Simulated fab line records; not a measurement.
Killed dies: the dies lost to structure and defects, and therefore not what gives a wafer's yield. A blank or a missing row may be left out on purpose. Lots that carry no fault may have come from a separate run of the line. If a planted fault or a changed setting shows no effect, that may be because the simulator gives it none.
Chamber matching :: flow n5Finfet :: 3 sister chambers for N5_BEOL_M10_CURE_71 on uvCure-01
The step cures SiCOH lowk, time 240 s. 3 wafers are shown with their chamber, then 9 later ones without.

WAFERS WITH THEIR CHAMBER
wafer: L086.6
chamber: 0
wafer_temp_C_max: 387.0

wafer: L088.5
chamber: 1
wafer_temp_C_max: 387.8

wafer: L092.5
chamber: 2
wafer_temp_C_max: 386.6

WAFERS WITHOUT THEIR CHAMBER
wafer: L093.2
wafer_temp_C_max: 386.1

wafer: L093.3
wafer_temp_C_max: 386.1

wafer: L093.5
wafer_temp_C_max: 386.6

wafer: L096.2
wafer_temp_C_max: 385.9

wafer: L096.3
wafer_temp_C_max: 386.5

wafer: L096.5
wafer_temp_C_max: 386.4

wafer: L094.1
wafer_temp_C_max: 386.3

wafer: L094.4
wafer_temp_C_max: 386.3

wafer: L094.5
wafer_temp_C_max: 386.5

THE CHAMBER EACH PASSED THROUGH
wafer: L093.2
from the rows above: can't be placed: 2 or 0
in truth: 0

wafer: L093.3
from the rows above: can't be placed: 2 or 0
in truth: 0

wafer: L093.5
from the rows above: can't be placed: 2 or 0
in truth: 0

wafer: L096.2
from the rows above: can't be placed: 2 or 0
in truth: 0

wafer: L096.3
from the rows above: can't be placed: 2 or 0
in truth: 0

wafer: L096.5
from the rows above: can't be placed: 2 or 0
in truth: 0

wafer: L094.1
from the rows above: can't be placed: 2 or 0
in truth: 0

wafer: L094.4
from the rows above: can't be placed: 2 or 0
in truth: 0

wafer: L094.5
from the rows above: can't be placed: 2 or 0
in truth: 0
Correct placement for 0 of the 9. Unplaceable from these rows: 9, with the true chamber sitting among the candidates in 9. Placed wrongly: 0.
How it was worked out, from the rows above alone: a wafer's distance from a chamber is the root of the sum, over the readings, of the square of ((its reading less the chamber's mean) divided by the reading's scatter). The wafer belongs to the nearest chamber; if the next one is less than 2 further off, it can't be placed. A chamber's mean is the mean of its shown wafers. The scatter: root of mean squared gap, hidden wafer to nearest shown wafer, with one shown wafer a chamber.
